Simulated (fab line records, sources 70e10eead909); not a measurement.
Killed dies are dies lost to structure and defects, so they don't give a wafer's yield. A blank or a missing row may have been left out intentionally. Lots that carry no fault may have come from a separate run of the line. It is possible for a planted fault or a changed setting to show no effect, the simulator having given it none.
Chamber matching / flow nand_harc / ald_metal-04 running NHARC_A_WL_FILL_ALD_19: 4 sister chambers
The step deposits TiN, target thk 2 nm, pulse time 3 s, ald cycles 100. 16 wafers are shown with their chamber, then 8 later ones without.

== WAFERS PAIRED WITH THEIR CHAMBERS ==
wafer=L080.3; chamber=3; heater_power_w (W)=1039; precursor_pulse_height_rel=1.013
wafer=L080.4; chamber=0; heater_power_w (W)=986; precursor_pulse_height_rel=0.972
wafer=L080.5; chamber=2; heater_power_w (W)=963; precursor_pulse_height_rel=1.002
wafer=L083.3; chamber=2; heater_power_w (W)=963; precursor_pulse_height_rel=0.970
wafer=L083.4; chamber=1; heater_power_w (W)=1073; precursor_pulse_height_rel=0.999
wafer=L083.6; chamber=0; heater_power_w (W)=981; precursor_pulse_height_rel=1.037
wafer=L084.3; chamber=1; heater_power_w (W)=1089; precursor_pulse_height_rel=0.988
wafer=L084.4; chamber=2; heater_power_w (W)=980; precursor_pulse_height_rel=1.020
wafer=L084.6; chamber=3; heater_power_w (W)=1063; precursor_pulse_height_rel=0.966
wafer=L086.2; chamber=0; heater_power_w (W)=999; precursor_pulse_height_rel=1.018
wafer=L086.4; chamber=2; heater_power_w (W)=976; precursor_pulse_height_rel=1.023
wafer=L086.6; chamber=3; heater_power_w (W)=1061; precursor_pulse_height_rel=1.011
wafer=L087.2; chamber=1; heater_power_w (W)=1113; precursor_pulse_height_rel=1.005
wafer=L087.5; chamber=0; heater_power_w (W)=979; precursor_pulse_height_rel=1.037
wafer=L087.6; chamber=3; heater_power_w (W)=1065; precursor_pulse_height_rel=1.013
wafer=L090.1; chamber=1; heater_power_w (W)=1074; precursor_pulse_height_rel=0.991

SIGNATURES, as means of the wafers listed above
reading=heater_power_w; chamber 0=986.25; chamber 1=1087.25; chamber 2=970.50; chamber 3=1057.00; scatter within a chamber=12.8
reading=precursor_pulse_height_rel; chamber 0=1.01600; chamber 1=0.99575; chamber 2=1.00375; chamber 3=1.00075; scatter within a chamber=0.0231
Rule: a wafer's distance from a chamber is the root of the sum, over the readings, of the square of ((its reading less the chamber's mean) divided by the reading's scatter). The wafer belongs to the nearest chamber; if the next one is less than 2 further off, it can't be placed. How the scatter is found: for the shown wafers, subtract from each reading the mean of its chamber, square and add these, divide the total by (wafers less chambers), then take the root.

== WAFERS WITHOUT THEIR CHAMBER ==
wafer=L090.2; heater_power_w (W)=1059; precursor_pulse_height_rel=0.973
wafer=L090.3; heater_power_w (W)=963; precursor_pulse_height_rel=1.012
wafer=L094.1; heater_power_w (W)=1032; precursor_pulse_height_rel=1.025
wafer=L094.2; heater_power_w (W)=988; precursor_pulse_height_rel=0.968
wafer=L094.4; heater_power_w (W)=1089; precursor_pulse_height_rel=0.993
wafer=L097.2; heater_power_w (W)=943; precursor_pulse_height_rel=1.002
wafer=L097.4; heater_power_w (W)=1009; precursor_pulse_height_rel=1.002
wafer=L097.6; heater_power_w (W)=990; precursor_pulse_height_rel=1.006

== CHAMBER TAKEN BY EACH ==
wafer=L090.2; from the rows above=can't be placed: 3 or 1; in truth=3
wafer=L090.3; from the rows above=can't be placed: 2 or 0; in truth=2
wafer=L094.1; from the rows above=can't be placed: 3 or 0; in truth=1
wafer=L094.2; from the rows above=can't be placed: 2 or 0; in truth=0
wafer=L094.4; from the rows above=1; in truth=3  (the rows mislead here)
wafer=L097.2; from the rows above=can't be placed: 2 or 0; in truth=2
wafer=L097.4; from the rows above=can't be placed: 0 or 2 or 3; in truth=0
wafer=L097.6; from the rows above=can't be placed: 0 or 2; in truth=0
Placed correctly: 0 of 8. Can't be placed from these rows: 7 (the true chamber is among the candidates in 6). Number placed wrongly: 1.
